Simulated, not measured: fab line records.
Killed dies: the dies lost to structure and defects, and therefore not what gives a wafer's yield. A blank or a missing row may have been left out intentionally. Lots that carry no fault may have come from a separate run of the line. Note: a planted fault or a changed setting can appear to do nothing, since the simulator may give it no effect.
Chamber matching || flow nand-harc || rie-diel-11 running NHARC_A_CONTACT_DESCUM_13: 4 sister chambers
The step chemistry O2, time 3 s. 24 wafers are shown with their chamber, then 12 later ones without.

EACH WAFER AND ITS CHAMBER
{"wafer": "L074.1", "chamber": 2, "showerhead-plenum-p-Torr (Torr)": 2.06, "drypump-motor-current-A (A)": 5.1, "rf-vpp-V (V)": 59.0}
{"wafer": "L074.2", "chamber": 0, "showerhead-plenum-p-Torr (Torr)": 1.81, "drypump-motor-current-A (A)": 6.4, "rf-vpp-V (V)": 57.3}
{"wafer": "L074.3", "chamber": 1, "showerhead-plenum-p-Torr (Torr)": 2.07, "drypump-motor-current-A (A)": 5.5, "rf-vpp-V (V)": 58.7}
{"wafer": "L075.1", "chamber": 1, "showerhead-plenum-p-Torr (Torr)": 2.07, "drypump-motor-current-A (A)": 5.5, "rf-vpp-V (V)": 59.3}
{"wafer": "L075.3", "chamber": 0, "showerhead-plenum-p-Torr (Torr)": 1.81, "drypump-motor-current-A (A)": 6.4, "rf-vpp-V (V)": 56.9}
{"wafer": "L075.5", "chamber": 0, "showerhead-plenum-p-Torr (Torr)": 1.81, "drypump-motor-current-A (A)": 6.3, "rf-vpp-V (V)": 55.5}
{"wafer": "L079.1", "chamber": 2, "showerhead-plenum-p-Torr (Torr)": 2.06, "drypump-motor-current-A (A)": 5.1, "rf-vpp-V (V)": 59.0}
{"wafer": "L079.2", "chamber": 0, "showerhead-plenum-p-Torr (Torr)": 1.81, "drypump-motor-current-A (A)": 6.3, "rf-vpp-V (V)": 56.2}
{"wafer": "L079.3", "chamber": 3, "showerhead-plenum-p-Torr (Torr)": 2.07, "drypump-motor-current-A (A)": 5.6, "rf-vpp-V (V)": 57.8}
{"wafer": "L080.1", "chamber": 3, "showerhead-plenum-p-Torr (Torr)": 2.07, "drypump-motor-current-A (A)": 5.6, "rf-vpp-V (V)": 58.6}
{"wafer": "L080.2", "chamber": 1, "showerhead-plenum-p-Torr (Torr)": 2.07, "drypump-motor-current-A (A)": 5.5, "rf-vpp-V (V)": 57.4}
{"wafer": "L080.6", "chamber": 1, "showerhead-plenum-p-Torr (Torr)": 2.07, "drypump-motor-current-A (A)": 5.5, "rf-vpp-V (V)": 57.7}
{"wafer": "L083.1", "chamber": 0, "showerhead-plenum-p-Torr (Torr)": 1.81, "drypump-motor-current-A (A)": 6.4, "rf-vpp-V (V)": 58.0}
{"wafer": "L083.2", "chamber": 2, "showerhead-plenum-p-Torr (Torr)": 2.06, "drypump-motor-current-A (A)": 5.1, "rf-vpp-V (V)": 57.3}
{"wafer": "L083.6", "chamber": 0, "showerhead-plenum-p-Torr (Torr)": 1.81, "drypump-motor-current-A (A)": 6.3, "rf-vpp-V (V)": 56.9}
{"wafer": "L082.1", "chamber": 3, "showerhead-plenum-p-Torr (Torr)": 2.07, "drypump-motor-current-A (A)": 5.6, "rf-vpp-V (V)": 56.4}
{"wafer": "L082.2", "chamber": 1, "showerhead-plenum-p-Torr (Torr)": 2.07, "drypump-motor-current-A (A)": 5.5, "rf-vpp-V (V)": 59.3}
{"wafer": "L082.3", "chamber": 0, "showerhead-plenum-p-Torr (Torr)": 1.81, "drypump-motor-current-A (A)": 6.3, "rf-vpp-V (V)": 56.4}
{"wafer": "L086.1", "chamber": 0, "showerhead-plenum-p-Torr (Torr)": 1.81, "drypump-motor-current-A (A)": 6.3, "rf-vpp-V (V)": 57.3}
{"wafer": "L086.2", "chamber": 1, "showerhead-plenum-p-Torr (Torr)": 2.07, "drypump-motor-current-A (A)": 5.5, "rf-vpp-V (V)": 58.8}
{"wafer": "L086.5", "chamber": 1, "showerhead-plenum-p-Torr (Torr)": 2.07, "drypump-motor-current-A (A)": 5.5, "rf-vpp-V (V)": 58.8}
{"wafer": "L089.1", "chamber": 3, "showerhead-plenum-p-Torr (Torr)": 2.06, "drypump-motor-current-A (A)": 5.6, "rf-vpp-V (V)": 58.0}
{"wafer": "L089.2", "chamber": 2, "showerhead-plenum-p-Torr (Torr)": 2.06, "drypump-motor-current-A (A)": 5.1, "rf-vpp-V (V)": 59.4}
{"wafer": "L089.6", "chamber": 0, "showerhead-plenum-p-Torr (Torr)": 1.80, "drypump-motor-current-A (A)": 6.4, "rf-vpp-V (V)": 57.6}

SIGNATURES, as means of the wafers listed above
{"reading": "showerhead-plenum-p-Torr", "chamber 0": 1.8089, "chamber 1": 2.0700, "chamber 2": 2.0600, "chamber 3": 2.0675, "scatter within a chamber": 0.00286}
{"reading": "drypump-motor-current-A", "chamber 0": 6.344, "chamber 1": 5.500, "chamber 2": 5.100, "chamber 3": 5.600, "scatter within a chamber": 0.0333}
{"reading": "rf-vpp-V", "chamber 0": 56.900, "chamber 1": 58.571, "chamber 2": 58.675, "chamber 3": 57.700, "scatter within a chamber": 0.814}
Rule: distance of a wafer from a chamber = root of the sum over the readings of ((wafer's reading minus chamber's mean) / reading's scatter) squared. If the next closest chamber is less than 2 further off than the closest, the wafer can't be placed; otherwise it belongs to the closest. How the scatter is found: for the shown wafers, subtract from each reading the mean of its chamber, square and add these, divide the total by (wafers less chambers), then take the root.

WAFERS WITH NO CHAMBER GIVEN
{"wafer": "L090.1", "showerhead-plenum-p-Torr (Torr)": 2.05, "drypump-motor-current-A (A)": 5.1, "rf-vpp-V (V)": 58.6}
{"wafer": "L090.3", "showerhead-plenum-p-Torr (Torr)": 2.07, "drypump-motor-current-A (A)": 5.5, "rf-vpp-V (V)": 58.6}
{"wafer": "L090.6", "showerhead-plenum-p-Torr (Torr)": 1.80, "drypump-motor-current-A (A)": 6.3, "rf-vpp-V (V)": 58.8}
{"wafer": "L091.2", "showerhead-plenum-p-Torr (Torr)": 2.07, "drypump-motor-current-A (A)": 5.5, "rf-vpp-V (V)": 60.3}
{"wafer": "L091.3", "showerhead-plenum-p-Torr (Torr)": 2.06, "drypump-motor-current-A (A)": 5.6, "rf-vpp-V (V)": 57.5}
{"wafer": "L091.4", "showerhead-plenum-p-Torr (Torr)": 2.05, "drypump-motor-current-A (A)": 5.1, "rf-vpp-V (V)": 58.7}
{"wafer": "L093.1", "showerhead-plenum-p-Torr (Torr)": 2.06, "drypump-motor-current-A (A)": 5.6, "rf-vpp-V (V)": 59.6}
{"wafer": "L093.3", "showerhead-plenum-p-Torr (Torr)": 2.06, "drypump-motor-current-A (A)": 5.5, "rf-vpp-V (V)": 60.1}
{"wafer": "L093.4", "showerhead-plenum-p-Torr (Torr)": 2.05, "drypump-motor-current-A (A)": 5.1, "rf-vpp-V (V)": 58.0}
{"wafer": "L095.1", "showerhead-plenum-p-Torr (Torr)": 2.06, "drypump-motor-current-A (A)": 5.5, "rf-vpp-V (V)": 58.2}
{"wafer": "L095.2", "showerhead-plenum-p-Torr (Torr)": 1.80, "drypump-motor-current-A (A)": 6.3, "rf-vpp-V (V)": 55.6}
{"wafer": "L095.5", "showerhead-plenum-p-Torr (Torr)": 2.06, "drypump-motor-current-A (A)": 5.6, "rf-vpp-V (V)": 59.3}

WHICH CHAMBER EACH ONE RAN IN
{"wafer": "L090.1", "from the rows above": 2, "in truth": 2}
{"wafer": "L090.3", "from the rows above": 1, "in truth": 1}
{"wafer": "L090.6", "from the rows above": 0, "in truth": 0}
{"wafer": "L091.2", "from the rows above": 1, "in truth": 1}
{"wafer": "L091.3", "from the rows above": 3, "in truth": 3}
{"wafer": "L091.4", "from the rows above": 2, "in truth": 2}
{"wafer": "L093.1", "from the rows above": "can't be placed: 3 or 1", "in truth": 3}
{"wafer": "L093.3", "from the rows above": "can't be placed: 1 or 3", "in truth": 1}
{"wafer": "L093.4", "from the rows above": 2, "in truth": 2}
{"wafer": "L095.1", "from the rows above": "can't be placed: 1 or 3", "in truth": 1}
{"wafer": "L095.2", "from the rows above": 0, "in truth": 0}
{"wafer": "L095.5", "from the rows above": "can't be placed: 3 or 1", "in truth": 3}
Correct placement for 8 of the 12. Can't be placed from these rows: 4 (the true chamber is among the candidates in 4). Number placed wrongly: 0.
